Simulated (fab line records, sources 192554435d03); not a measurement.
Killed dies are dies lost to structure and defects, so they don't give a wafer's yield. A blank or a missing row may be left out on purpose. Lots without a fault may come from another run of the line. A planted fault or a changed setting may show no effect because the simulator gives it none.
Which tool did it? | flow n5_finfet | 24 lots, 72 wafers sampled, at 6 steps of a route of 1938

WHAT THE GAUGES READ, wafer by wafer
N5_BEOL_M2_THK_MEAS_53: measures by xrf. Usual: M2_THK 39.4 nm, standard deviation 1.6.
lot  | measured     | on            | M2_THK (nm)    | flag
L075 | day 7 05:02  | film_metro-01 | 41.7 40.4 39.5 |
L074 | day 7 06:33  | film_metro-02 | 43.1 40.6 39.6 |
L076 | day 7 12:13  | film_metro-01 | 39.7 40.5 41.5 |
L077 | day 7 22:21  | film_metro-01 | 39.0 38.1 39.1 |
L078 | day 8 00:46  | film_metro-01 | 38.9 38.4 35.5 |
L079 | day 8 07:11  | film_metro-02 | 38.4 42.3 39.4 |
L080 | day 8 14:13  | film_metro-01 | 39.9 41.0 41.5 |
L081 | day 9 01:08  | film_metro-01 | 39.4 35.1 37.6 |
L082 | day 9 04:47  | film_metro-01 | 37.5 39.6 38.8 |
L083 | day 9 09:14  | film_metro-02 | 38.6 39.1 40.3 |
L084 | day 9 13:25  | film_metro-01 | 41.1 39.7 39.0 |
L085 | day 9 15:39  | film_metro-02 | 42.3 40.2 40.2 |
L086 | day 10 08:29 | film_metro-02 | 40.4 41.3 40.9 |
L088 | day 10 08:35 | film_metro-02 | 39.4 41.4 41.3 |
L087 | day 10 10:07 | film_metro-02 | 38.3 39.5 38.5 |
L091 | day 10 20:40 | film_metro-02 | 40.6 40.5 41.2 |
L089 | day 10 20:56 | film_metro-02 | 40.6 41.3 41.4 |
L090 | day 10 22:27 | film_metro-01 | 38.8 41.3 41.4 |
L092 | day 11 07:28 | film_metro-01 | 39.1 38.5 40.1 |
L093 | day 11 14:11 | film_metro-01 | 37.8 38.4 35.6 |
L094 | day 11 15:44 | film_metro-02 | 37.8 40.7 40.6 |
L095 | day 12 07:58 | film_metro-02 | 38.6 39.9 36.0 |
L097 | day 12 21:12 | film_metro-02 | 37.0 39.4 37.7 |
L096 | day 13 00:13 | film_metro-01 | 37.9 38.6 38.1 |

N5_BEOL_M3_CD_MEAS_18: pitch 36 nm, target cd 18 nm. Usual: cd_nm 18.1 nm, standard deviation 0.32.
lot  | measured     | on        | cd_nm (nm)     | flag
L075 | day 7 06:55  | cd_sem-03 | 18.1 18.3 18.2 |
L074 | day 7 11:02  | cd_sem-01 | 18.4 18.0 18.4 |
L076 | day 7 14:53  | cd_sem-02 | 18.4 17.9 18.2 |
L077 | day 8 03:01  | cd_sem-01 | 18.1 18.2 17.7 |
L078 | day 8 03:25  | cd_sem-02 | 18.2 18.8 18.7 |
L079 | day 8 11:05  | cd_sem-01 | 17.5 18.1 18.2 |
L080 | day 8 16:33  | cd_sem-01 | 18.2 18.5 17.3 |
L081 | day 9 06:22  | cd_sem-03 | 18.5 18.2 18.5 |
L082 | day 9 06:36  | cd_sem-03 | 18.6 18.5 18.3 |
L083 | day 9 11:09  | cd_sem-02 | 17.8 18.2 17.7 |
L084 | day 9 15:20  | cd_sem-02 | 18.1 18.3 18.3 |
L085 | day 9 18:40  | cd_sem-03 | 18.1 17.4 18.5 |
L086 | day 10 12:11 | cd_sem-03 | 18.1 18.3 17.9 |
L088 | day 10 12:17 | cd_sem-02 | 18.1 18.4 18.8 |
L087 | day 10 12:30 | cd_sem-01 | 17.7 18.3 18.2 |
L091 | day 10 22:58 | cd_sem-03 | 18.3 17.9 18.3 |
L089 | day 10 23:10 | cd_sem-01 | 18.3 18.3 18.8 |
L090 | day 11 02:25 | cd_sem-01 | 18.0 17.8 17.8 |
L092 | day 11 09:02 | cd_sem-02 | 18.2 18.4 18.1 |
L093 | day 11 17:35 | cd_sem-01 | 17.5 17.8 18.1 |
L094 | day 11 19:32 | cd_sem-01 | 18.6 18.3 18.1 |
L095 | day 12 11:41 | cd_sem-03 | 18.2 18.2 18.2 |
L097 | day 12 22:47 | cd_sem-01 | 17.7 18.3 18.4 |
L096 | day 13 03:31 | cd_sem-03 | 17.5 18.1 17.7 |

WHICH TOOL RAN EACH LOT (tool, then ch and the chambers of the sampled wafers, then the start)
lot  | N5_BEOL_M2_SURFACE_TREAT_85  | N5_BEOL_M2_SPUTTER_79        | N5_BEOL_M2_ANNEAL_89         | N5_BEOL_M2_SPUTTER_90
L075 | pvd_sputter-01, day 7 01:27  | pvd_sputter-03, day 7 02:43  | pvd_sputter-03, day 7 03:27  | pvd_sputter-03, day 7 03:35
L074 | pvd_sputter-02, day 7 03:34  | pvd_sputter-02, day 7 04:08  | pvd_sputter-02, day 7 04:53  | pvd_sputter-02, day 7 05:01
L076 | pvd_sputter-03, day 7 06:38  | pvd_sputter-02, day 7 08:16  | pvd_sputter-02, day 7 09:00  | pvd_sputter-02, day 7 09:08
L077 | pvd_sputter-02, day 7 18:36  | pvd_sputter-02, day 7 19:16  | pvd_sputter-02, day 7 20:00  | pvd_sputter-02, day 7 20:08
L078 | pvd_sputter-03, day 7 21:33  | pvd_sputter-02, day 7 22:26  | pvd_sputter-02, day 7 23:11  | pvd_sputter-02, day 7 23:19
L079 | pvd_sputter-01, day 8 03:39  | pvd_sputter-01, day 8 04:40  | pvd_sputter-01, day 8 05:25  | pvd_sputter-01, day 8 05:33
L080 | pvd_sputter-01, day 8 10:59  | pvd_sputter-02, day 8 11:38  | pvd_sputter-02, day 8 12:23  | pvd_sputter-02, day 8 12:31
L081 | pvd_sputter-02, day 8 21:40  | pvd_sputter-02, day 8 22:14  | pvd_sputter-02, day 8 22:58  | pvd_sputter-02, day 8 23:07
L082 | pvd_sputter-02, day 9 01:41  | pvd_sputter-02, day 9 02:21  | pvd_sputter-02, day 9 03:05  | pvd_sputter-02, day 9 03:14
L083 | pvd_sputter-02, day 9 05:55  | pvd_sputter-02, day 9 06:55  | pvd_sputter-02, day 9 07:39  | pvd_sputter-02, day 9 07:47
L084 | pvd_sputter-02, day 9 10:34  | pvd_sputter-01, day 9 11:05  | pvd_sputter-01, day 9 11:49  | pvd_sputter-01, day 9 11:58
L085 | pvd_sputter-02, day 9 10:37  | pvd_sputter-01, day 9 12:55  | pvd_sputter-01, day 9 13:40  | pvd_sputter-01, day 9 13:48
L086 | pvd_sputter-03, day 10 05:43 | pvd_sputter-02, day 10 06:10 | pvd_sputter-02, day 10 06:54 | pvd_sputter-02, day 10 07:02
L088 | pvd_sputter-03, day 10 05:45 | pvd_sputter-03, day 10 06:16 | pvd_sputter-03, day 10 07:00 | pvd_sputter-03, day 10 07:08
L087 | pvd_sputter-03, day 10 05:55 | pvd_sputter-01, day 10 07:47 | pvd_sputter-01, day 10 08:31 | pvd_sputter-01, day 10 08:40
L091 | pvd_sputter-01, day 10 17:52 | pvd_sputter-02, day 10 18:20 | pvd_sputter-02, day 10 19:05 | pvd_sputter-02, day 10 19:13
L089 | pvd_sputter-02, day 10 18:05 | pvd_sputter-01, day 10 18:35 | pvd_sputter-01, day 10 19:19 | pvd_sputter-01, day 10 19:28
L090 | pvd_sputter-03, day 10 19:40 | pvd_sputter-03, day 10 20:08 | pvd_sputter-03, day 10 20:52 | pvd_sputter-03, day 10 21:01
L092 | pvd_sputter-03, day 11 03:27 | pvd_sputter-02, day 11 05:08 | pvd_sputter-02, day 11 05:52 | pvd_sputter-02, day 11 06:01
L093 | pvd_sputter-01, day 11 11:22 | pvd_sputter-01, day 11 11:50 | pvd_sputter-01, day 11 12:34 | pvd_sputter-01, day 11 12:43
L094 | pvd_sputter-02, day 11 11:27 | pvd_sputter-03, day 11 13:24 | pvd_sputter-03, day 11 14:08 | pvd_sputter-03, day 11 14:17
L095 | pvd_sputter-01, day 12 04:31 | pvd_sputter-03, day 12 05:13 | pvd_sputter-03, day 12 05:58 | pvd_sputter-03, day 12 06:06
L097 | pvd_sputter-03, day 12 18:25 | pvd_sputter-01, day 12 18:52 | pvd_sputter-01, day 12 19:37 | pvd_sputter-01, day 12 19:45
L096 | pvd_sputter-03, day 12 21:22 | pvd_sputter-03, day 12 21:53 | pvd_sputter-03, day 12 22:38 | pvd_sputter-03, day 12 22:46
- N5_BEOL_M2_SURFACE_TREAT_85
- N5_BEOL_M2_SPUTTER_79: material Cu, target thk 4.5 nm, time 8.29 s.
- N5_BEOL_M2_ANNEAL_89: time 240 s.
- N5_BEOL_M2_SPUTTER_90: material Cu, target thk 4.5 nm, time 8.29 s.

WHAT THE TOOLS THEMSELVES READ (means of the sampled wafers that have a number; where no wafer has one, the mark that the record gives instead)
N5_BEOL_M2_SPUTTER_79. Usual: throttle_valve_pct 30.1 %, standard deviation 0.64.
lot  | tool           | throttle_valve_pct (%) | flag
L075 | pvd_sputter-03 | 29.8                   |
L074 | pvd_sputter-02 | 29.5                   |
L076 | pvd_sputter-02 | 30.2                   |
L077 | pvd_sputter-02 | 29.7                   |
L078 | pvd_sputter-02 | 30.0                   |
L079 | pvd_sputter-01 | 30.2                   |
L080 | pvd_sputter-02 | 30.7                   |
L081 | pvd_sputter-02 | 29.6                   |
L082 | pvd_sputter-02 | 30.0                   |
L083 | pvd_sputter-02 | 30.1                   |
L084 | pvd_sputter-01 | 30.2                   |
L085 | pvd_sputter-01 | 30.4                   |
L086 | pvd_sputter-02 | 30.2                   |
L088 | pvd_sputter-03 | 30.2                   |
L087 | pvd_sputter-01 | 30.0                   |
L091 | pvd_sputter-02 | 29.6                   |
L089 | pvd_sputter-01 | 30.0                   |
L090 | pvd_sputter-03 | 29.9                   |
L092 | pvd_sputter-02 | 29.5                   |
L093 | pvd_sputter-01 | 29.8                   |
L094 | pvd_sputter-03 | 30.0                   |
L095 | pvd_sputter-03 | 30.6                   |
L097 | pvd_sputter-01 | 29.9                   |
L096 | pvd_sputter-03 | 29.9                   |

N5_BEOL_M2_ANNEAL_89. Usual: heater_power_w 804 W, standard deviation 96.
lot  | tool           | heater_power_w (W) | flag
L075 | pvd_sputter-03 | 823                |
L074 | pvd_sputter-02 | 922                |
L076 | pvd_sputter-02 | 807                |
L077 | pvd_sputter-02 | 834                |
L078 | pvd_sputter-02 | 848                |
L079 | pvd_sputter-01 | 825                |
L080 | pvd_sputter-02 | 696                |
L081 | pvd_sputter-02 | 924                |
L082 | pvd_sputter-02 | 834                |
L083 | pvd_sputter-02 | 814                |
L084 | pvd_sputter-01 | 798                |
L085 | pvd_sputter-01 | 821                |
L086 | pvd_sputter-02 | 839                |
L088 | pvd_sputter-03 | 841                |
L087 | pvd_sputter-01 | 815                |
L091 | pvd_sputter-02 | 923                |
L089 | pvd_sputter-01 | 821                |
L090 | pvd_sputter-03 | 820                |
L092 | pvd_sputter-02 | 910                |
L093 | pvd_sputter-01 | 807                |
L094 | pvd_sputter-03 | 846                |
L095 | pvd_sputter-03 | 874                |
L097 | pvd_sputter-01 | 798                |
L096 | pvd_sputter-03 | 842                |

N5_BEOL_M2_SPUTTER_90. Usual: throttle_valve_pct 30.1 %, standard deviation 0.64.
lot  | tool           | throttle_valve_pct (%) | flag
L075 | pvd_sputter-03 | 29.7                   |
L074 | pvd_sputter-02 | 29.5                   |
L076 | pvd_sputter-02 | 30.3                   |
L077 | pvd_sputter-02 | 29.8                   |
L078 | pvd_sputter-02 | 30.1                   |
L079 | pvd_sputter-01 | 30.1                   |
L080 | pvd_sputter-02 | 30.6                   |
L081 | pvd_sputter-02 | 29.6                   |
L082 | pvd_sputter-02 | 29.9                   |
L083 | pvd_sputter-02 | 30.3                   |
L084 | pvd_sputter-01 | 30.1                   |
L085 | pvd_sputter-01 | 30.3                   |
L086 | pvd_sputter-02 | 30.0                   |
L088 | pvd_sputter-03 | 30.1                   |
L087 | pvd_sputter-01 | 30.1                   |
L091 | pvd_sputter-02 | 29.5                   |
L089 | pvd_sputter-01 | 29.9                   |
L090 | pvd_sputter-03 | 29.7                   |
L092 | pvd_sputter-02 | 29.6                   |
L093 | pvd_sputter-01 | 30.1                   |
L094 | pvd_sputter-03 | 30.0                   |
L095 | pvd_sputter-03 | 30.6                   |
L097 | pvd_sputter-01 | 29.7                   |
L096 | pvd_sputter-03 | 30.1                   |

THE ANSWER, worked out from the rows above alone
Rule: a lot is off if the mean of its wafers that have a number lies more than 3 standard deviations from the usual mean. A lot without any number at a reading at which 4 lots or more have one is off too. The other lots that the step has rows for count as sound. The gauges are gone through in route order, then the tools' own readings, and for those a lot's mean is taken as printed above. The first step at which some lot is off is used, and at that step the reading that is off furthest; a lot without a number counts as furthest.
No lot is off at any reading shown: from this, nothing can be told.

WHAT THE SIMULATOR HAD PUT IN
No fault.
